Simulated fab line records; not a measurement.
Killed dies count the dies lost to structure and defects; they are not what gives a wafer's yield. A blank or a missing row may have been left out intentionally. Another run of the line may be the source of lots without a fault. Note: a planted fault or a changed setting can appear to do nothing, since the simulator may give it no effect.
fab line records	flow n5_finfet
record: lots: 24	wafers: 72	last_day: 18
route steps=1938 shown BEOL_M6@1227 BEOL_M7@1263
lots untouched by any fault: they come from a run of this same line in which no faults occurred
start_h: hours from the record's first day to the start of the lot's first wafer shown	wait_h: hours from the lot's prior step to this one	" same as the row above	L1.1+2: several wafers, shown together as one row	- no value present, or no start provided	* or withheld: withheld	< > ~ a bound
route shown NAME@n: a module of which the file shows steps, and the number in the route of the first	usual: mean/standard deviation taken from wafers without a fault	same: alike in all rows	chamber/n: place in a boat	sites: the reading at each site	_std_site: standard deviation of those values	_edge_site: the outer-site mean with the inner-site mean subtracted	radius_mm: for every site, how far away it sits from the centre of the wafer	mask NAME#n: copy n	behind: the most recent tool/chamber to have shaped the wafer	hold: cause of the lot's hold/its duration in hours/its outcome	device: the transistor (n, p or np) that didn't switch	end of line: tests run on the same wafers once the route is complete	a step given without rows: its recipe and nothing more	killed: dies lost to structure and defects at the first sort, not the wafer's yield	map: dies across one wafer; x = killed, . = not, _ = none there
set.NAME: the setting as run; set.NAME@STEP: as run at that earlier step	model.NAME: the simulator's own value behind a step, which no gauge read
one table for each step of the route and one row for each wafer, over a sample of lots
services: the hour from which a tool's chamber was out of use, counted from the record's first day as start_h (under 0 if before that day), plus the number of hours and why
== steps ==
step: N5_BEOL_M6_CD_MEAS_28
recipe: target_cd_nm: 40	landing_energy_ev: 500	detector: se_inlens
usual: cd_nm: 40.04/0.22
lot.wafer	tool	chamber	start_h	wait_h	cd_nm
L074.3	cd_sem-03	0	191.54	-	40.04
L074.4	"	0	"	"	40.22
L074.6	"	0	"	"	39.92
L075.1	cd_sem-02	0	196.14	-	40.07
L075.3	"	0	"	"	40.15
L075.5	"	0	"	"	40.08
L076.3	cd_sem-03	0	204.99	-	40.02
L076.5	"	0	"	"	39.86
L076.6	"	0	"	"	40.26
L077.1	cd_sem-01	0	210.07	-	39.70
L077.2	"	0	"	"	39.78
L077.6	"	0	"	"	39.90
L078.3	cd_sem-03	0	216.54	-	39.96
L078.5	"	0	"	"	39.73
L078.6	"	0	"	"	40.07
L079.2	cd_sem-01	0	232.88	-	39.94
L079.3	"	0	"	"	39.97
L079.6	"	0	"	"	40.42
L081.1	cd_sem-03	0	235.10	-	39.94
L081.3	"	0	"	"	40.02
L081.6	"	0	"	"	40.55
L080.1	cd_sem-03	0	236.29	-	40.37
L080.2	"	0	"	"	39.81
L080.3	"	0	"	"	40.29
L082.4	cd_sem-02	0	240.24	-	40.04
L082.5	"	0	"	"	39.86
L082.6	"	0	"	"	40.31
L083.3	cd_sem-02	0	243.40	-	39.83
L083.4	"	0	"	"	39.77
L083.6	"	0	"	"	39.82
L084.1	cd_sem-03	0	253.53	-	40.02
L084.4	"	0	"	"	39.73
L084.6	"	0	"	"	40.11
L085.2	cd_sem-01	0	261.28	-	40.03
L085.3	"	0	"	"	40.03
L085.4	"	0	"	"	39.75
L086.1	cd_sem-01	0	264.71	-	40.13
L086.2	"	0	"	"	39.87
L086.3	"	0	"	"	40.20
L087.1	cd_sem-03	0	264.89	-	40.01
L087.4	"	0	"	"	40.19
L087.5	"	0	"	"	39.79
L089.3	cd_sem-01	0	294.85	-	39.78
L089.4	"	0	"	"	39.97
L089.6	"	0	"	"	39.76
L088.1	cd_sem-03	0	295.75	-	40.12
L088.3	"	0	"	"	40.05
L088.6	"	0	"	"	40.09
L090.2	cd_sem-02	0	298.11	-	39.80
L090.4	"	0	"	"	39.99
L090.6	"	0	"	"	40.13
L093.2	cd_sem-03	0	301.48	-	40.28
L093.4	"	0	"	"	39.91
L093.5	"	0	"	"	40.23
L091.2	cd_sem-01	0	301.53	-	39.95
L091.4	"	0	"	"	40.28
L091.5	"	0	"	"	40.02
L096.2	cd_sem-01	0	331.89	-	39.71
L096.4	"	0	"	"	39.99
L096.6	"	0	"	"	39.78
L092.1	cd_sem-03	0	342.58	-	40.22
L092.2	"	0	"	"	39.78
L092.5	"	0	"	"	40.45
L095.2	cd_sem-02	0	342.62	-	39.62
L095.3	"	0	"	"	40.11
L095.5	"	0	"	"	40.31
L094.3	cd_sem-01	0	343.04	-	40.06
L094.4	"	0	"	"	40.01
L094.5	"	0	"	"	40.51
L097.2	cd_sem-03	0	344.55	-	40.32
L097.3	"	0	"	"	40.53
L097.5	"	0	"	"	40.20
step: N5_BEOL_M6_ANNEAL_51
recipe: temp_c: 225	time_s: 90	ambient: N2
usual: wafer_temp_C_max: 225.85/0.27
lot.wafer	tool	chamber	start_h	wait_h	wafer_temp_C_max
L074.3	rtp_anneal-01	0	194.15	0.3	226.50
L074.4	"	0	"	"	225.67
L074.6	"	0	"	"	226.47
L075.1	rtp_anneal-02	0	198.44	0.1	225.70
L075.3	"	0	"	"	225.41
L075.5	"	0	"	"	225.41
L076.3	rtp_anneal-02	0	207.71	0.5	225.78
L076.5	"	0	"	"	225.70
L076.6	"	0	"	"	225.86
L077.1	rtp_anneal-02	0	215.50	1.0	225.49
L077.2	"	0	"	"	225.48
L077.6	"	0	"	"	225.94
L078.3	rtp_anneal-02	0	218.95	0.1	226.00
L078.5	"	0	"	"	225.83
L078.6	"	0	"	"	225.90
L079.2	rtp_anneal-02	0	235.07	0.2	225.67
L079.3	"	0	"	"	225.92
L079.6	"	0	"	"	225.59
L081.1	rtp_anneal-02	0	238.31	0.1	225.52
L081.3	"	0	"	"	225.93
L081.6	"	0	"	"	225.79
L080.1	rtp_anneal-02	0	239.12	0.3	225.57
L080.2	"	0	"	"	225.54
L080.3	"	0	"	"	225.74
L082.4	rtp_anneal-01	0	244.82	0.8	226.05
L082.5	"	0	"	"	226.27
L082.6	"	0	"	"	225.94
L083.3	rtp_anneal-02	0	246.80	0.5	225.76
L083.4	"	0	"	"	225.83
L083.6	"	0	"	"	225.88
L084.1	rtp_anneal-01	0	256.80	0.6	225.70
L084.4	"	0	"	"	226.36
L084.6	"	0	"	"	226.23
L085.2	rtp_anneal-01	0	265.83	0.7	226.26
L085.3	"	0	"	"	225.84
L085.4	"	0	"	"	226.15
L086.1	rtp_anneal-02	0	268.03	0.4	225.97
L086.2	"	0	"	"	225.90
L086.3	"	0	"	"	225.57
L087.1	rtp_anneal-02	0	268.30	0.1	225.74
L087.4	"	0	"	"	225.89
L087.5	"	0	"	"	225.84
L089.3	rtp_anneal-01	0	298.68	0.1	226.12
L089.4	"	0	"	"	225.90
L089.6	"	0	"	"	225.50
L088.1	rtp_anneal-01	0	299.24	0.1	226.14
L088.3	"	0	"	"	226.13
L088.6	"	0	"	"	226.35
L090.2	rtp_anneal-01	0	300.61	0.5	226.58
L090.4	"	0	"	"	226.06
L090.6	"	0	"	"	226.26
L093.2	rtp_anneal-02	0	303.94	0.3	225.64
L093.4	"	0	"	"	225.63
L093.5	"	0	"	"	225.43
L091.2	rtp_anneal-01	0	304.00	0.3	225.75
L091.4	"	0	"	"	225.69
L091.5	"	0	"	"	225.82
L096.2	rtp_anneal-02	0	336.14	0.2	225.82
L096.4	"	0	"	"	226.01
L096.6	"	0	"	"	225.82
L092.1	rtp_anneal-02	0	345.42	0.3	225.67
L092.2	"	0	"	"	225.57
L092.5	"	0	"	"	225.70
L095.2	rtp_anneal-02	0	345.74	0.5	225.52
L095.3	"	0	"	"	225.71
L095.5	"	0	"	"	226.00
L094.3	rtp_anneal-01	0	346.83	0.3	226.15
L094.4	"	0	"	"	225.80
L094.5	"	0	"	"	226.31
L097.2	rtp_anneal-01	0	347.06	0.2	225.38
L097.3	"	0	"	"	226.25
L097.5	"	0	"	"	225.89
step: N5_BEOL_M6_RS_MEAS_57
recipe: thk_meas_gauge: four-point-probe	reads: Cu_of_BEOL_M6_ECD_50+Co_of_BEOL_M6_CVD_78+TaN_of_BEOL_M6_ALD_77
usual: M6_RS: 0.286/0.0081
lot.wafer	tool	chamber	start_h	wait_h	M6_RS[ohm/sq]
L074.3	film_metro-01	-	194.78	0.1	0.286
L074.4	"	-	"	"	0.276
L074.6	"	-	"	"	0.281
L075.1	film_metro-01	-	199.16	0.1	0.296
L075.3	"	-	"	"	0.290
L075.5	"	-	"	"	0.306
L076.3	film_metro-01	-	208.34	0.1	0.293
L076.5	"	-	"	"	0.294
L076.6	"	-	"	"	0.292
L077.1	film_metro-02	-	216.24	0.1	0.290
L077.2	"	-	"	"	0.283
L077.6	"	-	"	"	0.285
L078.3	film_metro-01	-	219.61	0.1	0.281
L078.5	"	-	"	"	0.275
L078.6	"	-	"	"	0.285
L079.2	film_metro-01	-	235.76	0.1	0.281
L079.3	"	-	"	"	0.290
L079.6	"	-	"	"	0.286
L081.1	film_metro-02	-	239.06	0.1	0.288
L081.3	"	-	"	"	0.284
L081.6	"	-	"	"	0.287
L080.1	film_metro-02	-	239.88	0.1	0.274
L080.2	"	-	"	"	0.285
L080.3	"	-	"	"	0.285
L082.4	film_metro-02	-	245.57	0.1	0.297
L082.5	"	-	"	"	0.289
L082.6	"	-	"	"	0.301
L083.3	film_metro-01	-	247.46	0.1	0.297
L083.4	"	-	"	"	0.293
L083.6	"	-	"	"	0.294
L084.1	film_metro-02	-	257.80	0.1	0.294
L084.4	"	-	"	"	0.277
L084.6	"	-	"	"	0.284
L085.2	film_metro-01	-	266.73	0.1	0.292
L085.3	"	-	"	"	0.288
L085.4	"	-	"	"	0.279
L086.1	film_metro-01	-	268.78	0.1	0.280
L086.2	"	-	"	"	0.284
L086.3	"	-	"	"	0.281
L087.1	film_metro-01	-	269.07	0.1	0.295
L087.4	"	-	"	"	0.298
L087.5	"	-	"	"	0.299
L089.3	film_metro-02	-	299.36	0.1	0.293
L089.4	"	-	"	"	0.292
L089.6	"	-	"	"	0.291
L088.1	film_metro-01	-	299.97	0.1	0.278
L088.3	"	-	"	"	0.289
L088.6	"	-	"	"	0.284
L090.2	film_metro-02	-	301.30	0.1	0.281
L090.4	"	-	"	"	0.271
L090.6	"	-	"	"	0.275
L093.2	film_metro-01	-	304.65	0.1	0.290
L093.4	"	-	"	"	0.301
L093.5	"	-	"	"	0.295
L091.2	film_metro-02	-	304.69	0.1	0.293
L091.4	"	-	"	"	0.276
L091.5	"	-	"	"	0.273
L096.2	film_metro-02	-	336.83	0.1	0.284
L096.4	"	-	"	"	0.287
L096.6	"	-	"	"	0.297
L092.1	film_metro-02	-	346.14	0.1	0.308
L092.2	"	-	"	"	0.288
L092.5	"	-	"	"	0.287
L095.2	film_metro-01	-	346.43	0.1	0.274
L095.3	"	-	"	"	0.273
L095.5	"	-	"	"	0.278
L094.3	film_metro-02	-	347.47	0.1	0.293
L094.4	"	-	"	"	0.289
L094.5	"	-	"	"	0.292
L097.2	film_metro-01	-	347.73	0.1	0.276
L097.3	"	-	"	"	0.279
L097.5	"	-	"	"	0.276
step: N5_BEOL_M6_INSPECT_58
recipe: inspect_instrument: darkfield	mode: post_dep
usual: raw_defect_count: 75/25
lot.wafer	tool	chamber	start_h	wait_h	raw_defect_count
L074.3	defect_inspect-01	-	194.81	0.0	78
L074.4	"	-	"	"	68
L074.6	"	-	"	"	44
L075.1	defect_inspect-02	-	199.19	0.0	97
L075.3	"	-	"	"	65
L075.5	"	-	"	"	72
L076.3	defect_inspect-02	-	208.37	0.0	109
L076.5	"	-	"	"	133
L076.6	"	-	"	"	129
L077.1	defect_inspect-01	-	216.27	0.0	75
L077.2	"	-	"	"	43
L077.6	"	-	"	"	64
L078.3	defect_inspect-01	-	219.76	0.1	77
L078.5	"	-	"	"	52
L078.6	"	-	"	"	127
L079.2	defect_inspect-01	-	235.78	0.0	45
L079.3	"	-	"	"	46
L079.6	"	-	"	"	53
L081.1	defect_inspect-01	-	239.08	0.0	70
L081.3	"	-	"	"	66
L081.6	"	-	"	"	42
L080.1	defect_inspect-01	-	239.91	0.0	54
L080.2	"	-	"	"	75
L080.3	"	-	"	"	75
L082.4	defect_inspect-02	-	245.60	0.0	67
L082.5	"	-	"	"	91
L082.6	"	-	"	"	99
L083.3	defect_inspect-02	-	247.49	0.0	174
L083.4	"	-	"	"	114
L083.6	"	-	"	"	101
L084.1	defect_inspect-02	-	257.82	0.0	84
L084.4	"	-	"	"	124
L084.6	"	-	"	"	133
L085.2	defect_inspect-02	-	266.76	0.0	98
L085.3	"	-	"	"	97
L085.4	"	-	"	"	79
L086.1	defect_inspect-01	-	268.81	0.0	83
L086.2	"	-	"	"	47
L086.3	"	-	"	"	50
L087.1	defect_inspect-02	-	269.09	0.0	56
L087.4	"	-	"	"	43
L087.5	"	-	"	"	54
L089.3	defect_inspect-01	-	299.38	0.0	85
L089.4	"	-	"	"	94
L089.6	"	-	"	"	124
L088.1	defect_inspect-01	-	300.00	0.0	91
L088.3	"	-	"	"	89
L088.6	"	-	"	"	89
L090.2	defect_inspect-01	-	301.33	0.0	37
L090.4	"	-	"	"	42
L090.6	"	-	"	"	47
L093.2	defect_inspect-01	-	304.68	0.0	44
L093.4	"	-	"	"	37
L093.5	"	-	"	"	69
L091.2	defect_inspect-01	-	304.72	0.0	48
L091.4	"	-	"	"	36
L091.5	"	-	"	"	98
L096.2	defect_inspect-02	-	336.86	0.0	55
L096.4	"	-	"	"	49
L096.6	"	-	"	"	76
L092.1	defect_inspect-02	-	346.17	0.0	64
L092.2	"	-	"	"	88
L092.5	"	-	"	"	54
L095.2	defect_inspect-02	-	346.45	0.0	78
L095.3	"	-	"	"	55
L095.5	"	-	"	"	110
L094.3	defect_inspect-01	-	347.49	0.0	73
L094.4	"	-	"	"	62
L094.5	"	-	"	"	63
L097.2	defect_inspect-02	-	347.76	0.0	114
L097.3	"	-	"	"	77
L097.5	"	-	"	"	97
step: N5_BEOL_M7_ILD_DEP_00
recipe: material: SiCOH_lowk	target_thk_a: 1797.5	temp_c: 300	precursor: DEMS/porogen	pressure_torr: 5	rf_w: 500	time_s: 33.4
usual: heater_power_w: 298/49	rf_fwd_power_W: 495.2/2.2	showerhead_plenum_p_Torr: 5.739/0.017	showerhead_vpp_V: 1393/62	throttle_valve_pct: 13.6/0.73
lot.wafer	tool	chamber	start_h	wait_h	heater_power_w	rf_fwd_power_W	showerhead_plenum_p_Torr	showerhead_vpp_V	throttle_valve_pct
L074.3	pecvd-01	0	194.84	0.0	313	495.9	5.750	1368	13.7
L074.4	"	0	"	"	295	493.1	5.751	1354	13.6
L074.6	"	1	"	"	408	498.2	5.732	1308	14.7
L075.1	pecvd-03	2	199.22	0.0	315	493.4	5.738	1439	14.9
L075.3	"	1	"	"	322	494.7	5.711	1496	13.7
L075.5	"	0	"	"	342	493.8	5.774	1439	13.4
L076.3	pecvd-01	0	208.41	0.0	250	494.6	5.749	1350	13.5
L076.5	"	0	"	"	256	496.2	5.743	1368	13.5
L076.6	"	2	"	"	301	492.6	5.742	1402	13.0
L077.1	pecvd-02	1	216.30	0.0	204	494.5	5.707	1440	14.0
L077.2	"	2	"	"	317	498.2	5.760	1309	12.6
L077.6	"	1	"	"	208	494.1	5.701	1418	13.8
L078.3	pecvd-02	2	219.85	0.1	319	498.6	5.754	1318	12.5
L078.5	"	1	"	"	227	495.0	5.713	1418	13.8
L078.6	"	2	"	"	316	500.7	5.744	1320	12.5
L079.2	pecvd-01	0	235.82	0.0	272	495.8	5.763	1357	13.5
L079.3	"	2	"	"	275	491.9	5.747	1389	12.6
L079.6	"	0	"	"	275	497.9	5.758	1345	13.8
L081.1	pecvd-02	2	239.12	0.0	313	498.9	5.750	1316	12.4
L081.3	"	0	"	"	240	496.3	5.731	1465	14.3
L081.6	"	2	"	"	318	498.9	5.750	1303	12.3
L080.1	pecvd-03	2	239.94	0.0	266	495.8	5.748	1445	12.9
L080.2	"	0	"	"	303	495.3	5.762	1459	13.4
L080.3	"	1	"	"	282	496.4	5.701	1449	13.5
L082.4	pecvd-02	2	245.65	0.1	286	497.4	5.763	1313	12.4
L082.5	"	0	"	"	269	496.8	5.720	1515	14.9
L082.6	"	1	"	"	212	494.1	5.712	1408	13.9
L083.3	pecvd-03	0	247.53	0.0	342	495.5	5.744	1431	13.3
L083.4	"	0	"	"	338	497.4	5.753	1473	13.5
L083.6	"	1	"	"	277	497.3	5.694	1436	13.6
L084.1	pecvd-01	2	257.86	0.0	285	491.3	5.732	1381	12.7
L084.4	"	0	"	"	320	495.4	5.741	1349	13.7
L084.6	"	1	"	"	381	496.0	5.744	1298	14.7
L085.2	pecvd-03	2	266.79	0.0	295	497.4	5.733	1439	13.1
L085.3	"	2	"	"	292	496.1	5.739	1434	12.9
L085.4	"	1	"	"	301	499.2	5.723	1477	13.2
L086.1	pecvd-01	0	268.85	0.0	256	493.6	5.764	1347	13.7
L086.2	"	1	"	"	370	495.2	5.735	1315	14.7
L086.3	"	2	"	"	305	494.7	5.736	1381	13.0
L087.1	pecvd-01	0	269.13	0.0	317	494.7	5.754	1342	13.7
L087.4	"	0	"	"	247	494.8	5.753	1349	13.7
L087.5	"	1	"	"	396	498.4	5.741	1317	14.6
L089.3	pecvd-01	1	299.42	0.0	364	496.4	5.748	1331	14.5
L089.4	"	0	"	"	277	494.7	5.743	1373	13.5
L089.6	"	2	"	"	259	493.8	5.748	1392	12.8
L088.1	pecvd-02	0	300.03	0.0	237	493.5	5.750	1452	14.3
L088.3	"	2	"	"	276	496.8	5.753	1317	12.7
L088.6	"	2	"	"	276	494.6	5.763	1316	12.8
L090.2	pecvd-01	0	301.37	0.0	271	493.6	5.740	1355	13.4
L090.4	"	0	"	"	281	496.4	5.728	1334	13.5
L090.6	"	1	"	"	373	493.9	5.741	1315	14.7
L093.2	pecvd-01	1	304.71	0.0	409	495.8	5.735	1309	14.4
L093.4	"	0	"	"	317	494.0	5.756	1371	13.6
L093.5	"	1	"	"	413	493.5	5.749	1288	14.7
L091.2	pecvd-02	0	304.76	0.0	280	497.5	5.729	1475	14.5
L091.4	"	0	"	"	279	497.2	5.742	1496	14.4
L091.5	"	2	"	"	301	497.2	5.765	1307	12.4
L096.2	pecvd-01	1	336.89	0.0	383	496.5	5.727	1309	14.8
L096.4	"	2	"	"	284	492.4	5.745	1393	12.7
L096.6	"	1	"	"	387	494.5	5.750	1317	14.4
L092.1	pecvd-03	2	346.21	0.0	276	494.2	5.746	1465	12.8
L092.2	"	1	"	"	300	496.0	5.716	1499	13.2
L092.5	"	2	"	"	280	495.0	5.735	1444	13.5
L095.2	pecvd-02	1	346.49	0.0	212	496.6	5.712	1420	13.8
L095.3	"	2	"	"	295	498.1	5.754	1300	12.4
L095.5	"	1	"	"	205	494.3	5.722	1414	14.0
L094.3	pecvd-03	2	347.53	0.0	293	495.7	5.742	1471	13.3
L094.4	"	1	"	"	295	494.9	5.710	1473	13.5
L094.5	"	0	"	"	354	496.4	5.770	1450	13.6
L097.2	pecvd-01	1	347.80	0.0	372	495.6	5.726	1316	14.5
L097.3	"	0	"	"	248	496.0	5.767	1344	13.4
L097.5	"	1	"	"	376	497.1	5.743	1334	14.8
step: N5_BEOL_M7_OVL_MEAS_12
recipe: points_per_wafer: 44
usual: M7_OVL: 0.6/0.83
lot.wafer	tool	chamber	start_h	wait_h	M7_OVL[nm]
L074.3	overlay-02	0	197.33	0.0	1.1
L074.4	"	0	"	"	1.3
L074.6	"	0	"	"	0.8
L075.1	overlay-02	0	201.40	0.0	0.1
L075.3	"	0	"	"	1.0
L075.5	"	0	"	"	0.3
L076.3	overlay-02	0	210.56	0.0	0.4
L076.5	"	0	"	"	0.0
L076.6	"	0	"	"	0.9
L077.1	overlay-02	0	218.10	0.0	0.8
L077.2	"	0	"	"	-0.4
L077.6	"	0	"	"	-0.6
L078.3	overlay-02	0	221.72	0.0	0.6
L078.5	"	0	"	"	-0.1
L078.6	"	0	"	"	1.9
L079.2	overlay-02	0	238.13	0.0	1.1
L079.3	"	0	"	"	2.1
L079.6	"	0	"	"	1.5
L081.1	overlay-02	0	241.57	0.0	-0.2
L081.3	"	0	"	"	0.0
L081.6	"	0	"	"	-0.8
L080.1	overlay-02	0	241.61	0.0	-0.5
L080.2	"	0	"	"	-0.2
L080.3	"	0	"	"	0.2
L082.4	overlay-02	0	249.42	0.0	1.8
L082.5	"	0	"	"	1.0
L082.6	"	0	"	"	1.0
L083.3	overlay-02	0	250.38	0.0	2.4
L083.4	"	0	"	"	1.4
L083.6	"	0	"	"	1.5
L084.1	overlay-01	0	259.68	0.0	0.6
L084.4	"	0	"	"	0.9
L084.6	"	0	"	"	0.8
L085.2	overlay-02	0	268.64	0.0	2.0
L085.3	"	0	"	"	1.1
L085.4	"	0	"	"	1.9
L086.1	overlay-01	0	271.26	0.0	0.9
L086.2	"	0	"	"	0.3
L086.3	"	0	"	"	1.0
L087.1	overlay-02	0	271.49	0.0	0.2
L087.4	"	0	"	"	0.2
L087.5	"	0	"	"	1.5
L089.3	overlay-02	0	300.69	0.0	-0.2
L089.4	"	0	"	"	-0.1
L089.6	"	0	"	"	-0.5
L088.1	overlay-01	0	302.63	0.0	-0.3
L088.3	"	0	"	"	0.2
L088.6	"	0	"	"	1.1
L090.2	overlay-01	0	303.05	0.0	0.2
L090.4	"	0	"	"	0.8
L090.6	"	0	"	"	0.0
L093.2	overlay-02	0	305.95	0.0	0.8
L093.4	"	0	"	"	-0.1
L093.5	"	0	"	"	1.1
L091.2	overlay-02	0	307.71	0.0	1.2
L091.4	"	0	"	"	1.0
L091.5	"	0	"	"	1.5
L096.2	overlay-02	0	338.46	0.0	1.1
L096.4	"	0	"	"	-0.2
L096.6	"	0	"	"	-0.7
L092.1	overlay-01	0	348.66	0.0	-1.2
L092.2	"	0	"	"	-0.5
L092.5	"	0	"	"	-0.2
L095.2	overlay-02	0	349.58	0.0	0.2
L095.3	"	0	"	"	0.5
L095.5	"	0	"	"	1.0
L094.3	overlay-02	0	350.10	0.0	-0.7
L094.4	"	0	"	"	0.0
L094.5	"	0	"	"	0.6
L097.2	overlay-01	0	350.33	0.0	-0.1
L097.3	"	0	"	"	0.9
L097.5	"	0	"	"	1.4
== services ==
tool	chamber	start_h	hours	kind
pecvd-02	-	177.29	1.3	repair
pecvd-01	2	187.71	5.5	scheduled_down
pecvd-02	0	199.26	5.5	scheduled_down
pecvd-03	2	202.38	-	clean
pecvd-03	2	202.38	-	consumable_replace:showerhead
pecvd-03	2	202.38	29.0	scheduled_down
pecvd-03	2	202.38	29.0	vent_cycle
pecvd-03	-	255.45	3.2	repair
pecvd-03	0	264.70	12.5	repair
pecvd-02	2	268.35	5.5	scheduled_down
pecvd-03	0	286.79	6.2	repair
pecvd-03	1	289.53	4.4	repair
pecvd-01	0	318.38	5.5	scheduled_down
== key ==
fault none
